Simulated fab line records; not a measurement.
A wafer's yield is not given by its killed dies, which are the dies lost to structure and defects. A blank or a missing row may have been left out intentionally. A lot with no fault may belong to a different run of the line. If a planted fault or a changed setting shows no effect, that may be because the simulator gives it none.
Matching of chambers -- flow n5Finfet -- N5_BEOL_M2_PRE_CLEAN_60 on cvdCo-02: 3 sister chambers
The step time 15 s. 3 wafers are shown with their chamber, then 11 later ones without.

WAFERS, EACH WITH ITS CHAMBER
wafer,chamber,heaterPowerW (W)
L089.5,2,71
L089.6,1,81
L092.2,0,88

WAFERS MISSING THEIR CHAMBER
wafer,heaterPowerW (W)
L092.4,87
L092.5,81
L093.2,72
L093.3,81
L093.6,85
L095.2,84
L095.4,82
L095.5,86
L097.3,81
L097.4,82
L097.6,87

WHICH CHAMBER EACH WENT THROUGH
wafer,from the rows above,in truth
L092.4,0,0
L092.5,1,1
L093.2,2,2
L093.3,1,1
L093.6,can't be placed: 0 or 1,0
L095.2,can't be placed: 1 or 0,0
L095.4,1,1
L095.5,can't be placed: 0 or 1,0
L097.3,1,1
L097.4,1,1
L097.6,0,0
Correctly placed: 8 of 11. Unplaceable from these rows: 3, with the true chamber sitting among the candidates in 3. 0 placed wrongly.
How it was worked out, from the rows above alone: a wafer's distance from a chamber is the root of the sum, over the readings, of the square of ((its reading less the chamber's mean) divided by the reading's scatter). The wafer belongs to the nearest chamber; if the next one is less than 2 further off, it can't be placed. A chamber's mean is the mean of its shown wafers. The scatter: root of mean squared gap, hidden wafer to nearest shown wafer, with one shown wafer a chamber.
